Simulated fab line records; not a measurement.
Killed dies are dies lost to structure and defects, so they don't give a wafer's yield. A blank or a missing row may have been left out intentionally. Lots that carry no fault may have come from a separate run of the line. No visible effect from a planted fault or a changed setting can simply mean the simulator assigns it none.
fab line records / flow nand-harc
[record] lots = 14 wafers = 42 last-day = 34
route steps=1302 shown P_CONTACT@244 P_M0@275
lots that met no fault: taken from a fault-free run of the same line
start-h: hours from the record's first day to the start of the lot's first wafer shown / wait-h: how many hours have passed since the lot's step before this one / " same as the row above / L1.1+2: one row covering several wafers at once / - no value, or no start given / * or withheld: withheld / < > ~ a bound
route shown NAME@n: a module of which the file shows steps, and the number in the route of the first / usual: mean/standard deviation taken from wafers without a fault / same: alike in all rows / chamber/n: place in a boat / sites: each site's reading / _std_site: standard deviation across them / _edge_site: mean of outer sites minus mean of inner sites / radius-mm: how far each site lies from the wafer's centre / mask NAME#n: copy n / behind: the most recent tool/chamber to have shaped the wafer / hold: why the lot was held/for how many hours/how that ended / device: the n, p or np transistor that did not switch / end of line: tests of these same wafers at the route's end / a step with no rows: only its recipe / killed: count of dies lost to structure and defects at first sort (not the wafer's yield) / map: shows each die of a wafer: x if killed, . if not, _ if none is there
set.NAME: the setting the step ran with; set.NAME@STEP: the setting that earlier step ran with / model.NAME: the simulator's own value behind a step, which no gauge read
a sample of lots followed through the steps of the route, with each step as a table and each wafer as a row
services: the hour from which a tool's chamber was out of use, counted from the record's first day as start-h (under 0 if before that day), plus the number of hours and why
[[steps]]
[step NHARC_P_CONTACT_DEGAS_38]
[recipe] temp-c = 300 time-s = 60
[usual] heater-power-w = 454/28
lot.wafer=L315.4 tool=pvd-sputter-01 chamber=- start-h=118.82 wait-h=- heater-power-w=458
lot.wafer=L315.6 tool=pvd-sputter-01 chamber=- start-h=118.82 wait-h=- heater-power-w=465
lot.wafer=L315.5 tool=pvd-sputter-01 chamber=- start-h=118.82 wait-h=- heater-power-w=443
lot.wafer=L316.2 tool=pvd-sputter-03 chamber=- start-h=135.67 wait-h=- heater-power-w=455
lot.wafer=L316.3 tool=pvd-sputter-03 chamber=- start-h=135.67 wait-h=- heater-power-w=490
lot.wafer=L316.5 tool=pvd-sputter-03 chamber=- start-h=135.67 wait-h=- heater-power-w=413
lot.wafer=L318.1 tool=pvd-sputter-02 chamber=- start-h=145.49 wait-h=- heater-power-w=429
lot.wafer=L318.3 tool=pvd-sputter-02 chamber=- start-h=145.49 wait-h=- heater-power-w=533
lot.wafer=L318.2 tool=pvd-sputter-02 chamber=- start-h=145.49 wait-h=- heater-power-w=449
lot.wafer=L320.4 tool=pvd-sputter-02 chamber=- start-h=167.02 wait-h=- heater-power-w=487
lot.wafer=L320.1 tool=pvd-sputter-02 chamber=- start-h=167.02 wait-h=- heater-power-w=522
lot.wafer=L320.2 tool=pvd-sputter-02 chamber=- start-h=167.02 wait-h=- heater-power-w=444
lot.wafer=L328.2 tool=pvd-sputter-03 chamber=- start-h=249.90 wait-h=- heater-power-w=433
lot.wafer=L328.6 tool=pvd-sputter-03 chamber=- start-h=249.90 wait-h=- heater-power-w=414
lot.wafer=L328.5 tool=pvd-sputter-03 chamber=- start-h=249.90 wait-h=- heater-power-w=464
lot.wafer=L329.2 tool=pvd-sputter-02 chamber=- start-h=267.72 wait-h=- heater-power-w=445
lot.wafer=L329.4 tool=pvd-sputter-02 chamber=- start-h=267.72 wait-h=- heater-power-w=434
lot.wafer=L329.5 tool=pvd-sputter-02 chamber=- start-h=267.72 wait-h=- heater-power-w=518
lot.wafer=L330.4 tool=pvd-sputter-03 chamber=- start-h=268.41 wait-h=- heater-power-w=463
lot.wafer=L330.2 tool=pvd-sputter-03 chamber=- start-h=268.41 wait-h=- heater-power-w=425
lot.wafer=L330.5 tool=pvd-sputter-03 chamber=- start-h=268.41 wait-h=- heater-power-w=474
lot.wafer=L331.4 tool=pvd-sputter-03 chamber=- start-h=281.45 wait-h=- heater-power-w=466
lot.wafer=L331.3 tool=pvd-sputter-03 chamber=- start-h=281.45 wait-h=- heater-power-w=432
lot.wafer=L331.6 tool=pvd-sputter-03 chamber=- start-h=281.45 wait-h=- heater-power-w=462
lot.wafer=L333.4 tool=pvd-sputter-02 chamber=- start-h=295.70 wait-h=- heater-power-w=498
lot.wafer=L333.2 tool=pvd-sputter-02 chamber=- start-h=295.70 wait-h=- heater-power-w=443
lot.wafer=L333.6 tool=pvd-sputter-02 chamber=- start-h=295.70 wait-h=- heater-power-w=505
lot.wafer=L334.2 tool=pvd-sputter-01 chamber=- start-h=304.86 wait-h=- heater-power-w=453
lot.wafer=L334.5 tool=pvd-sputter-01 chamber=- start-h=304.86 wait-h=- heater-power-w=465
lot.wafer=L334.6 tool=pvd-sputter-01 chamber=- start-h=304.86 wait-h=- heater-power-w=438
lot.wafer=L335.2 tool=pvd-sputter-03 chamber=- start-h=317.93 wait-h=- heater-power-w=404
lot.wafer=L335.4 tool=pvd-sputter-03 chamber=- start-h=317.93 wait-h=- heater-power-w=473
lot.wafer=L335.6 tool=pvd-sputter-03 chamber=- start-h=317.93 wait-h=- heater-power-w=460
lot.wafer=L336.4 tool=pvd-sputter-02 chamber=- start-h=330.72 wait-h=- heater-power-w=456
lot.wafer=L336.2 tool=pvd-sputter-02 chamber=- start-h=330.72 wait-h=- heater-power-w=450
lot.wafer=L336.6 tool=pvd-sputter-02 chamber=- start-h=330.72 wait-h=- heater-power-w=445
lot.wafer=L337.1 tool=pvd-sputter-01 chamber=- start-h=345.40 wait-h=- heater-power-w=431
lot.wafer=L337.3 tool=pvd-sputter-01 chamber=- start-h=345.40 wait-h=- heater-power-w=448
lot.wafer=L337.2 tool=pvd-sputter-01 chamber=- start-h=345.40 wait-h=- heater-power-w=462
lot.wafer=L338.2 tool=pvd-sputter-01 chamber=- start-h=352.35 wait-h=- heater-power-w=449
lot.wafer=L338.4 tool=pvd-sputter-01 chamber=- start-h=352.35 wait-h=- heater-power-w=473
lot.wafer=L338.6 tool=pvd-sputter-01 chamber=- start-h=352.35 wait-h=- heater-power-w=449
[step NHARC_P_CONTACT_PVD_32]
[recipe] target-thk-a = 50 chamber-pressure-pa = 5 power-w = 5000 substrate-temp-c = 200 time-s = 17.7 material = Ti
[usual] chamber-pressure-pa = 5.001/0.0095 throttle-valve-pct = 30.1/0.88
lot.wafer=L315.4 tool=pvd-sputter-01 chamber=- start-h=- wait-h=- chamber-pressure-pa=5.006 throttle-valve-pct=30.1
lot.wafer=L315.5 tool=pvd-sputter-01 chamber=- start-h=- wait-h=- chamber-pressure-pa=5.003 throttle-valve-pct=30.0
lot.wafer=L315.6 tool=pvd-sputter-01 chamber=- start-h=- wait-h=- chamber-pressure-pa=4.992 throttle-valve-pct=31.1
lot.wafer=L316.3 tool=pvd-sputter-03 chamber=- start-h=- wait-h=- chamber-pressure-pa=5.011 throttle-valve-pct=30.0
lot.wafer=L316.2 tool=pvd-sputter-03 chamber=- start-h=- wait-h=- chamber-pressure-pa=4.997 throttle-valve-pct=30.3
lot.wafer=L316.5 tool=pvd-sputter-03 chamber=- start-h=- wait-h=- chamber-pressure-pa=4.997 throttle-valve-pct=31.6
lot.wafer=L318.3 tool=pvd-sputter-02 chamber=- start-h=- wait-h=- chamber-pressure-pa=5.004 throttle-valve-pct=30.3
lot.wafer=L318.1 tool=pvd-sputter-02 chamber=- start-h=- wait-h=- chamber-pressure-pa=5.001 throttle-valve-pct=29.2
lot.wafer=L318.2 tool=pvd-sputter-02 chamber=- start-h=- wait-h=- chamber-pressure-pa=4.997 throttle-valve-pct=29.8
lot.wafer=L320.1 tool=pvd-sputter-02 chamber=- start-h=- wait-h=- chamber-pressure-pa=4.994 throttle-valve-pct=30.1
lot.wafer=L320.2 tool=pvd-sputter-02 chamber=- start-h=- wait-h=- chamber-pressure-pa=4.986 throttle-valve-pct=29.1
lot.wafer=L320.4 tool=pvd-sputter-02 chamber=- start-h=- wait-h=- chamber-pressure-pa=5.006 throttle-valve-pct=29.2
lot.wafer=L328.2 tool=pvd-sputter-03 chamber=- start-h=- wait-h=- chamber-pressure-pa=5.006 throttle-valve-pct=31.0
lot.wafer=L328.6 tool=pvd-sputter-03 chamber=- start-h=- wait-h=- chamber-pressure-pa=5.000 throttle-valve-pct=31.2
lot.wafer=L328.5 tool=pvd-sputter-03 chamber=- start-h=- wait-h=- chamber-pressure-pa=5.007 throttle-valve-pct=28.7
lot.wafer=L329.2 tool=pvd-sputter-02 chamber=- start-h=- wait-h=- chamber-pressure-pa=4.997 throttle-valve-pct=29.3
lot.wafer=L329.4 tool=pvd-sputter-02 chamber=- start-h=- wait-h=- chamber-pressure-pa=5.006 throttle-valve-pct=29.3
lot.wafer=L329.5 tool=pvd-sputter-02 chamber=- start-h=- wait-h=- chamber-pressure-pa=5.018 throttle-valve-pct=29.7
lot.wafer=L330.2 tool=pvd-sputter-03 chamber=- start-h=- wait-h=- chamber-pressure-pa=5.012 throttle-valve-pct=30.3
lot.wafer=L330.4 tool=pvd-sputter-03 chamber=- start-h=- wait-h=- chamber-pressure-pa=4.982 throttle-valve-pct=31.0
lot.wafer=L330.5 tool=pvd-sputter-03 chamber=- start-h=- wait-h=- chamber-pressure-pa=5.009 throttle-valve-pct=28.5
lot.wafer=L331.4 tool=pvd-sputter-03 chamber=- start-h=- wait-h=- chamber-pressure-pa=4.997 throttle-valve-pct=28.5
lot.wafer=L331.3 tool=pvd-sputter-03 chamber=- start-h=- wait-h=- chamber-pressure-pa=5.008 throttle-valve-pct=30.8
lot.wafer=L331.6 tool=pvd-sputter-03 chamber=- start-h=- wait-h=- chamber-pressure-pa=5.009 throttle-valve-pct=30.7
lot.wafer=L333.2 tool=pvd-sputter-02 chamber=- start-h=- wait-h=- chamber-pressure-pa=5.011 throttle-valve-pct=28.7
lot.wafer=L333.4 tool=pvd-sputter-02 chamber=- start-h=- wait-h=- chamber-pressure-pa=4.994 throttle-valve-pct=30.0
lot.wafer=L333.6 tool=pvd-sputter-02 chamber=- start-h=- wait-h=- chamber-pressure-pa=5.019 throttle-valve-pct=28.8
lot.wafer=L334.2 tool=pvd-sputter-01 chamber=- start-h=- wait-h=- chamber-pressure-pa=5.010 throttle-valve-pct=30.5
lot.wafer=L334.5 tool=pvd-sputter-01 chamber=- start-h=- wait-h=- chamber-pressure-pa=5.009 throttle-valve-pct=31.4
lot.wafer=L334.6 tool=pvd-sputter-01 chamber=- start-h=- wait-h=- chamber-pressure-pa=5.003 throttle-valve-pct=30.1
lot.wafer=L335.4 tool=pvd-sputter-03 chamber=- start-h=- wait-h=- chamber-pressure-pa=5.008 throttle-valve-pct=28.6
lot.wafer=L335.2 tool=pvd-sputter-03 chamber=- start-h=- wait-h=- chamber-pressure-pa=4.987 throttle-valve-pct=30.2
lot.wafer=L335.6 tool=pvd-sputter-03 chamber=- start-h=- wait-h=- chamber-pressure-pa=4.986 throttle-valve-pct=31.0
lot.wafer=L336.2 tool=pvd-sputter-02 chamber=- start-h=- wait-h=- chamber-pressure-pa=5.004 throttle-valve-pct=30.2
lot.wafer=L336.4 tool=pvd-sputter-02 chamber=- start-h=- wait-h=- chamber-pressure-pa=4.997 throttle-valve-pct=29.2
lot.wafer=L336.6 tool=pvd-sputter-02 chamber=- start-h=- wait-h=- chamber-pressure-pa=4.982 throttle-valve-pct=30.2
lot.wafer=L337.2 tool=pvd-sputter-01 chamber=- start-h=- wait-h=- chamber-pressure-pa=4.994 throttle-valve-pct=30.7
lot.wafer=L337.3 tool=pvd-sputter-01 chamber=- start-h=- wait-h=- chamber-pressure-pa=5.001 throttle-valve-pct=30.4
lot.wafer=L337.1 tool=pvd-sputter-01 chamber=- start-h=- wait-h=- chamber-pressure-pa=5.000 throttle-valve-pct=31.7
lot.wafer=L338.2 tool=pvd-sputter-01 chamber=- start-h=- wait-h=- chamber-pressure-pa=5.002 throttle-valve-pct=30.7
lot.wafer=L338.4 tool=pvd-sputter-01 chamber=- start-h=- wait-h=- chamber-pressure-pa=5.011 throttle-valve-pct=30.4
lot.wafer=L338.6 tool=pvd-sputter-01 chamber=- start-h=- wait-h=- chamber-pressure-pa=5.017 throttle-valve-pct=30.5
[step NHARC_P_M0_PVD_21]
[recipe] target-thk-a = 300 chamber-pressure-pa = 5 power-w = 5000 substrate-temp-c = 30 time-s = 20.49 material = Cu
[usual] chamber-pressure-pa = 5.000/0.0096 throttle-valve-pct = 30.0/0.77
lot.wafer=L315.4 tool=pvd-sputter-03 chamber=- start-h=- wait-h=- chamber-pressure-pa=5.019 throttle-valve-pct=31.6
lot.wafer=L315.5 tool=pvd-sputter-03 chamber=- start-h=- wait-h=- chamber-pressure-pa=4.995 throttle-valve-pct=30.0
lot.wafer=L315.6 tool=pvd-sputter-03 chamber=- start-h=- wait-h=- chamber-pressure-pa=4.991 throttle-valve-pct=30.2
lot.wafer=L316.3 tool=pvd-sputter-01 chamber=- start-h=- wait-h=- chamber-pressure-pa=5.002 throttle-valve-pct=29.8
lot.wafer=L316.2 tool=pvd-sputter-01 chamber=- start-h=- wait-h=- chamber-pressure-pa=5.013 throttle-valve-pct=31.0
lot.wafer=L316.5 tool=pvd-sputter-01 chamber=- start-h=- wait-h=- chamber-pressure-pa=5.010 throttle-valve-pct=30.0
lot.wafer=L318.2 tool=pvd-sputter-02 chamber=- start-h=- wait-h=- chamber-pressure-pa=5.001 throttle-valve-pct=29.2
lot.wafer=L318.1 tool=pvd-sputter-02 chamber=- start-h=- wait-h=- chamber-pressure-pa=4.998 throttle-valve-pct=29.6
lot.wafer=L318.3 tool=pvd-sputter-02 chamber=- start-h=- wait-h=- chamber-pressure-pa=5.021 throttle-valve-pct=29.5
lot.wafer=L320.1 tool=pvd-sputter-02 chamber=- start-h=- wait-h=- chamber-pressure-pa=5.019 throttle-valve-pct=30.2
lot.wafer=L320.2 tool=pvd-sputter-02 chamber=- start-h=- wait-h=- chamber-pressure-pa=5.010 throttle-valve-pct=29.3
lot.wafer=L320.4 tool=pvd-sputter-02 chamber=- start-h=- wait-h=- chamber-pressure-pa=5.020 throttle-valve-pct=29.7
lot.wafer=L328.2 tool=pvd-sputter-01 chamber=- start-h=- wait-h=- chamber-pressure-pa=5.012 throttle-valve-pct=30.6
lot.wafer=L328.6 tool=pvd-sputter-01 chamber=- start-h=- wait-h=- chamber-pressure-pa=4.997 throttle-valve-pct=30.4
lot.wafer=L328.5 tool=pvd-sputter-01 chamber=- start-h=- wait-h=- chamber-pressure-pa=5.014 throttle-valve-pct=31.4
lot.wafer=L329.4 tool=pvd-sputter-01 chamber=- start-h=- wait-h=- chamber-pressure-pa=4.999 throttle-valve-pct=30.4
lot.wafer=L329.2 tool=pvd-sputter-01 chamber=- start-h=- wait-h=- chamber-pressure-pa=5.003 throttle-valve-pct=31.6
lot.wafer=L329.5 tool=pvd-sputter-01 chamber=- start-h=- wait-h=- chamber-pressure-pa=5.010 throttle-valve-pct=30.7
lot.wafer=L330.4 tool=pvd-sputter-02 chamber=- start-h=- wait-h=- chamber-pressure-pa=4.982 throttle-valve-pct=30.3
lot.wafer=L330.2 tool=pvd-sputter-02 chamber=- start-h=- wait-h=- chamber-pressure-pa=4.995 throttle-valve-pct=29.7
lot.wafer=L330.5 tool=pvd-sputter-02 chamber=- start-h=- wait-h=- chamber-pressure-pa=4.984 throttle-valve-pct=30.1
lot.wafer=L331.3 tool=pvd-sputter-03 chamber=- start-h=- wait-h=- chamber-pressure-pa=4.997 throttle-valve-pct=30.3
lot.wafer=L331.4 tool=pvd-sputter-03 chamber=- start-h=- wait-h=- chamber-pressure-pa=5.006 throttle-valve-pct=28.8
lot.wafer=L331.6 tool=pvd-sputter-03 chamber=- start-h=- wait-h=- chamber-pressure-pa=4.997 throttle-valve-pct=31.0
lot.wafer=L333.4 tool=pvd-sputter-03 chamber=- start-h=- wait-h=- chamber-pressure-pa=4.994 throttle-valve-pct=31.1
lot.wafer=L333.2 tool=pvd-sputter-03 chamber=- start-h=- wait-h=- chamber-pressure-pa=4.993 throttle-valve-pct=30.2
lot.wafer=L333.6 tool=pvd-sputter-03 chamber=- start-h=- wait-h=- chamber-pressure-pa=5.002 throttle-valve-pct=31.1
lot.wafer=L334.2 tool=pvd-sputter-02 chamber=- start-h=- wait-h=- chamber-pressure-pa=5.003 throttle-valve-pct=28.7
lot.wafer=L334.5 tool=pvd-sputter-02 chamber=- start-h=- wait-h=- chamber-pressure-pa=5.001 throttle-valve-pct=30.1
lot.wafer=L334.6 tool=pvd-sputter-02 chamber=- start-h=- wait-h=- chamber-pressure-pa=4.985 throttle-valve-pct=28.7
lot.wafer=L335.4 tool=pvd-sputter-01 chamber=- start-h=- wait-h=- chamber-pressure-pa=4.993 throttle-valve-pct=31.1
lot.wafer=L335.2 tool=pvd-sputter-01 chamber=- start-h=- wait-h=- chamber-pressure-pa=5.007 throttle-valve-pct=30.7
lot.wafer=L335.6 tool=pvd-sputter-01 chamber=- start-h=- wait-h=- chamber-pressure-pa=5.015 throttle-valve-pct=30.7
lot.wafer=L336.2 tool=pvd-sputter-02 chamber=- start-h=- wait-h=- chamber-pressure-pa=4.988 throttle-valve-pct=28.6
lot.wafer=L336.4 tool=pvd-sputter-02 chamber=- start-h=- wait-h=- chamber-pressure-pa=5.001 throttle-valve-pct=29.2
lot.wafer=L336.6 tool=pvd-sputter-02 chamber=- start-h=- wait-h=- chamber-pressure-pa=4.992 throttle-valve-pct=29.3
lot.wafer=L337.2 tool=pvd-sputter-02 chamber=- start-h=- wait-h=- chamber-pressure-pa=4.981 throttle-valve-pct=30.2
lot.wafer=L337.3 tool=pvd-sputter-02 chamber=- start-h=- wait-h=- chamber-pressure-pa=4.991 throttle-valve-pct=28.8
lot.wafer=L337.1 tool=pvd-sputter-02 chamber=- start-h=- wait-h=- chamber-pressure-pa=4.990 throttle-valve-pct=29.0
lot.wafer=L338.2 tool=pvd-sputter-02 chamber=- start-h=- wait-h=- chamber-pressure-pa=4.998 throttle-valve-pct=29.9
lot.wafer=L338.4 tool=pvd-sputter-02 chamber=- start-h=- wait-h=- chamber-pressure-pa=5.011 throttle-valve-pct=28.9
lot.wafer=L338.6 tool=pvd-sputter-02 chamber=- start-h=- wait-h=- chamber-pressure-pa=4.996 throttle-valve-pct=29.9
[step NHARC_P_M0_ECD_22]
[recipe] target-thk-a = 4000 bath-temp-c = 25 material = Cu
lot.wafer=L315.4+5+6 tool=ecd-cu-02 chamber=0,1,0 start-h=122.99 wait-h=-
lot.wafer=L316.2+3+5 tool=ecd-cu-02 chamber=1,0,1 start-h=139.55 wait-h=-
lot.wafer=L318.2+1+3 tool=ecd-cu-02 chamber=1,0,1 start-h=149.34 wait-h=-
lot.wafer=L320.2+1+4 tool=ecd-cu-02 chamber=1,0,0 start-h=171.47 wait-h=-
lot.wafer=L328.2+6+5 tool=ecd-cu-02 chamber=1,1,0 start-h=253.64 wait-h=-
lot.wafer=L329.2+4+5 tool=ecd-cu-02 chamber=0,0,1 start-h=271.63 wait-h=-
lot.wafer=L330.2+4+5 tool=ecd-cu-01 chamber=0,0,1 start-h=272.36 wait-h=-
lot.wafer=L331.3+4+6 tool=ecd-cu-01 chamber=0,1,1 start-h=285.27 wait-h=-
lot.wafer=L333.2+4+6 tool=ecd-cu-01 chamber=0 start-h=300.02 wait-h=-
lot.wafer=L334.2+5+6 tool=ecd-cu-01 chamber=1,1,0 start-h=308.57 wait-h=-
lot.wafer=L335.2+4+6 tool=ecd-cu-01 chamber=1,1,0 start-h=322.97 wait-h=-
lot.wafer=L336.2+4+6 tool=ecd-cu-01 chamber=1,0,1 start-h=334.61 wait-h=-
lot.wafer=L337.2+1+3 tool=ecd-cu-02 chamber=0,1,1 start-h=350.06 wait-h=-
lot.wafer=L338.2+4+6 tool=ecd-cu-02 chamber=1,1,0 start-h=356.15 wait-h=-
[step NHARC_P_M0_CMP_23]
[recipe] t-overpolish-s = 20 target-thk-nm = 117.54
[usual] motor-current-A = 12.7/1.1 slurry-flow-ml-min = 150.0/0.47 time-to-endpoint-s = 29.4/2
lot.wafer=L315.4 tool=cmp-01 chamber=0 start-h=123.56 wait-h=- motor-current-A=16.0 slurry-flow-ml-min=150.1 time-to-endpoint-s=29.6
lot.wafer=L315.6 tool=cmp-01 chamber=0 start-h=123.56 wait-h=- motor-current-A=14.8 slurry-flow-ml-min=149.6 time-to-endpoint-s=25.2
lot.wafer=L315.5 tool=cmp-01 chamber=1 start-h=123.56 wait-h=- motor-current-A=11.9 slurry-flow-ml-min=151.1 time-to-endpoint-s=27.5
lot.wafer=L316.2 tool=cmp-04 chamber=0 start-h=140.32 wait-h=- motor-current-A=13.2 slurry-flow-ml-min=150.5 time-to-endpoint-s=29.5
lot.wafer=L316.3 tool=cmp-04 chamber=1 start-h=140.32 wait-h=- motor-current-A=12.8 slurry-flow-ml-min=150.2 time-to-endpoint-s=30.7
lot.wafer=L316.5 tool=cmp-04 chamber=0 start-h=140.32 wait-h=- motor-current-A=13.3 slurry-flow-ml-min=149.9 time-to-endpoint-s=29.5
lot.wafer=L318.3 tool=cmp-02 chamber=1 start-h=150.06 wait-h=- motor-current-A=12.6 slurry-flow-ml-min=150.1 time-to-endpoint-s=30.3
lot.wafer=L318.1 tool=cmp-02 chamber=2 start-h=150.06 wait-h=- motor-current-A=13.4 slurry-flow-ml-min=150.1 time-to-endpoint-s=30.4
lot.wafer=L318.2 tool=cmp-02 chamber=3 start-h=150.06 wait-h=- motor-current-A=12.3 slurry-flow-ml-min=150.1 time-to-endpoint-s=31.7
lot.wafer=L320.2 tool=cmp-02 chamber=3 start-h=172.19 wait-h=- motor-current-A=12.0 slurry-flow-ml-min=149.9 time-to-endpoint-s=32.1
lot.wafer=L320.4 tool=cmp-02 chamber=1 start-h=172.19 wait-h=- motor-current-A=12.4 slurry-flow-ml-min=149.9 time-to-endpoint-s=30.7
lot.wafer=L320.1 tool=cmp-02 chamber=2 start-h=172.19 wait-h=- motor-current-A=13.4 slurry-flow-ml-min=149.7 time-to-endpoint-s=33.4
lot.wafer=L328.2 tool=cmp-02 chamber=3 start-h=254.39 wait-h=- motor-current-A=12.0 slurry-flow-ml-min=150.4 time-to-endpoint-s=29.9
lot.wafer=L328.6 tool=cmp-02 chamber=3 start-h=254.39 wait-h=- motor-current-A=11.9 slurry-flow-ml-min=150.9 time-to-endpoint-s=29.0
lot.wafer=L328.5 tool=cmp-02 chamber=0 start-h=254.39 wait-h=- motor-current-A=11.5 slurry-flow-ml-min=150.2 time-to-endpoint-s=11.8
lot.wafer=L329.2 tool=cmp-02 chamber=2 start-h=272.33 wait-h=- motor-current-A=13.7 slurry-flow-ml-min=149.8 time-to-endpoint-s=13.1
lot.wafer=L329.4 tool=cmp-02 chamber=0 start-h=272.33 wait-h=- motor-current-A=11.5 slurry-flow-ml-min=149.8 time-to-endpoint-s=13.0
lot.wafer=L329.5 tool=cmp-02 chamber=1 start-h=272.33 wait-h=- motor-current-A=12.2 slurry-flow-ml-min=150.6 time-to-endpoint-s=28.7
lot.wafer=L330.2 tool=cmp-01 chamber=1 start-h=273.04 wait-h=- motor-current-A=11.5 slurry-flow-ml-min=149.9 time-to-endpoint-s=28.0
lot.wafer=L330.4 tool=cmp-01 chamber=0 start-h=273.04 wait-h=- motor-current-A=15.8 slurry-flow-ml-min=149.8 time-to-endpoint-s=28.7
lot.wafer=L330.5 tool=cmp-01 chamber=2 start-h=273.04 wait-h=- motor-current-A=12.6 slurry-flow-ml-min=149.7 time-to-endpoint-s=27.5
lot.wafer=L331.4 tool=cmp-04 chamber=0 start-h=285.89 wait-h=- motor-current-A=13.4 slurry-flow-ml-min=151.0 time-to-endpoint-s=32.0
lot.wafer=L331.3 tool=cmp-04 chamber=2 start-h=285.89 wait-h=- motor-current-A=13.7 slurry-flow-ml-min=150.5 time-to-endpoint-s=29.5
lot.wafer=L331.6 tool=cmp-04 chamber=1 start-h=285.89 wait-h=- motor-current-A=12.2 slurry-flow-ml-min=150.8 time-to-endpoint-s=31.3
lot.wafer=L333.4 tool=cmp-02 chamber=3 start-h=300.75 wait-h=- motor-current-A=12.0 slurry-flow-ml-min=150.3 time-to-endpoint-s=28.0
lot.wafer=L333.2 tool=cmp-02 chamber=1 start-h=300.75 wait-h=- motor-current-A=11.7 slurry-flow-ml-min=149.6 time-to-endpoint-s=29.3
lot.wafer=L333.6 tool=cmp-02 chamber=0 start-h=300.75 wait-h=- motor-current-A=11.8 slurry-flow-ml-min=150.7 time-to-endpoint-s=28.5
lot.wafer=L334.2 tool=cmp-04 chamber=2 start-h=309.40 wait-h=- motor-current-A=12.9 slurry-flow-ml-min=150.2 time-to-endpoint-s=29.1
lot.wafer=L334.6 tool=cmp-04 chamber=3 start-h=309.40 wait-h=- motor-current-A=12.8 slurry-flow-ml-min=150.4 time-to-endpoint-s=29.8
lot.wafer=L334.5 tool=cmp-04 chamber=0 start-h=309.40 wait-h=- motor-current-A=12.3 slurry-flow-ml-min=149.7 time-to-endpoint-s=30.8
lot.wafer=L335.2 tool=cmp-01 chamber=0 start-h=323.75 wait-h=- motor-current-A=15.8 slurry-flow-ml-min=149.6 time-to-endpoint-s=31.2
lot.wafer=L335.4 tool=cmp-01 chamber=1 start-h=323.75 wait-h=- motor-current-A=11.7 slurry-flow-ml-min=149.7 time-to-endpoint-s=29.5
lot.wafer=L335.6 tool=cmp-01 chamber=3 start-h=323.75 wait-h=- motor-current-A=13.5 slurry-flow-ml-min=149.3 time-to-endpoint-s=30.9
lot.wafer=L336.4 tool=cmp-02 chamber=0 start-h=335.32 wait-h=- motor-current-A=11.5 slurry-flow-ml-min=149.5 time-to-endpoint-s=31.6
lot.wafer=L336.2 tool=cmp-02 chamber=1 start-h=335.32 wait-h=- motor-current-A=12.7 slurry-flow-ml-min=149.3 time-to-endpoint-s=30.1
lot.wafer=L336.6 tool=cmp-02 chamber=3 start-h=335.32 wait-h=- motor-current-A=11.8 slurry-flow-ml-min=150.5 time-to-endpoint-s=26.9
lot.wafer=L337.2 tool=cmp-02 chamber=1 start-h=350.79 wait-h=- motor-current-A=12.1 slurry-flow-ml-min=150.1 time-to-endpoint-s=27.8
lot.wafer=L337.3 tool=cmp-02 chamber=2 start-h=350.79 wait-h=- motor-current-A=13.2 slurry-flow-ml-min=150.2 time-to-endpoint-s=31.7
lot.wafer=L337.1 tool=cmp-02 chamber=0 start-h=350.79 wait-h=- motor-current-A=11.6 slurry-flow-ml-min=150.3 time-to-endpoint-s=30.2
lot.wafer=L338.4 tool=cmp-02 chamber=0 start-h=356.85 wait-h=- motor-current-A=11.3 slurry-flow-ml-min=149.6 time-to-endpoint-s=33.4
lot.wafer=L338.2 tool=cmp-02 chamber=1 start-h=356.85 wait-h=- motor-current-A=12.6 slurry-flow-ml-min=149.3 time-to-endpoint-s=33.1
lot.wafer=L338.6 tool=cmp-02 chamber=3 start-h=356.85 wait-h=- motor-current-A=11.5 slurry-flow-ml-min=149.6 time-to-endpoint-s=32.5
[[services]]
tool=pvd-sputter-02 chamber=- start-h=102.71 hours=2.3 kind=repair
tool=cmp-02 chamber=- start-h=106.44 hours=1.9 kind=repair
tool=cmp-04 chamber=- start-h=126.18 hours=4.0 kind=pm
tool=cmp-02 chamber=- start-h=134.50 hours=4.0 kind=pm
tool=pvd-sputter-01 chamber=- start-h=159.21 hours=14.6 kind=repair
tool=pvd-sputter-03 chamber=- start-h=159.56 hours=3.2 kind=repair
tool=ecd-cu-01 chamber=- start-h=160.45 hours=8.0 kind=pm
tool=pvd-sputter-03 chamber=- start-h=176.46 hours=10.0 kind=pm
tool=pvd-sputter-01 chamber=- start-h=178.68 hours=1.8 kind=repair
tool=cmp-01 chamber=- start-h=185.55 hours=4.0 kind=pm
tool=ecd-cu-02 chamber=- start-h=201.17 hours=0.4 kind=repair
tool=ecd-cu-01 chamber=- start-h=207.42 hours=2.2 kind=repair
tool=cmp-02 chamber=- start-h=211.45 hours=2.3 kind=repair
tool=pvd-sputter-01 chamber=- start-h=226.00 hours=10.0 kind=pm
tool=cmp-02 chamber=- start-h=232.50 hours=4.0 kind=pm
tool=ecd-cu-02 chamber=- start-h=244.00 hours=8.0 kind=pm
tool=ecd-cu-01 chamber=- start-h=257.10 hours=1.0 kind=repair
tool=pvd-sputter-03 chamber=- start-h=264.44 hours=3.5 kind=repair
tool=pvd-sputter-02 chamber=- start-h=282.96 hours=10.0 kind=pm
tool=pvd-sputter-03 chamber=- start-h=304.58 hours=1.9 kind=repair
tool=cmp-02 chamber=- start-h=317.79 hours=2.6 kind=repair
tool=cmp-02 chamber=- start-h=330.50 hours=4.0 kind=pm
tool=ecd-cu-01 chamber=- start-h=336.45 hours=8.0 kind=pm
tool=pvd-sputter-03 chamber=- start-h=354.46 hours=10.0 kind=pm
[[key]]
[first-sign] step = NHARC_P_M0_CMP_23 reading = time-to-endpoint-s direction = down sigmas = 8.2 usual = * struck = *
effect none on later readings
met-at NHARC_P_M0_ECD_22
struck-lots L328,L329
struck-wafers L328.5,L329.2,L329.4
sort-left-out L328.5,L329.2,L329.4
not-acting-at NHARC_P_CONTACT_DEGAS_38,NHARC_P_CONTACT_PVD_32,NHARC_P_M0_PVD_21
onset-between 171.47 253.64
[fault] kind = process-parameter-drift tool = ecd-cu-02 chamber = 0 onset-h = 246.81 steps = NHARC_P_M0_ECD_22 channel = target-thk-a offset = * shape = step end-h = 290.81 acts-in = * stated = *
// sort-left-out: the simulated sort isn't trusted on such a fault, so these wafers' sort isn't shown, and their yield isn't known
